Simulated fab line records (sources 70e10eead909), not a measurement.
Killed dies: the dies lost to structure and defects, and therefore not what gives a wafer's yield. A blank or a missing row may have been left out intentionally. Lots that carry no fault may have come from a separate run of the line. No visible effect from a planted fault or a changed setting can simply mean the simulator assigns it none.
Chamber matching ; flow nandHarc ; NHARC_A_STAIRCASE_DEP_259 on pecvd-04 has 3 sister chambers
The step deposits SiON, target thk 30 nm. 6 wafers are shown with their chamber, then 7 later ones without.

## WAFERS WITH THEIR CHAMBER
wafer;chamber;heaterPowerW (W)
L081.1;1;627
L084.6;1;623
L093.2;2;642
L093.5;0;873
L094.1;0;777
L094.3;2;660

## WAFERS WITH NO CHAMBER GIVEN
wafer;heaterPowerW (W)
L094.6;604
L095.1;622
L095.4;840
L095.5;654
L097.2;616
L097.4;628
L097.5;852

## THE CHAMBER EACH PASSED THROUGH
wafer;from the rows above;in truth
L094.6;can't be placed: 1 or 2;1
L095.1;can't be placed: 1 or 2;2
L095.4;0;0
L095.5;can't be placed: 2 or 1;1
L097.2;can't be placed: 1 or 2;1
L097.4;can't be placed: 1 or 2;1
L097.5;0;0
Correct placement for 2 of the 7. Unplaceable from these rows: 5, with the true chamber sitting among the candidates in 5. 0 placed wrongly.
How it was worked out, from the rows above alone: a wafer's distance from a chamber is the root of the sum, over the readings, of the square of ((its reading less the chamber's mean) divided by the reading's scatter). If the next closest chamber is less than 2 further off than the closest, the wafer can't be placed; otherwise it belongs to the closest. The mean given for a chamber averages the wafers shown for that chamber. The scatter: the root of (the sum of the squares of (reading less its chamber's mean) over the shown wafers, divided by (wafers less chambers)).
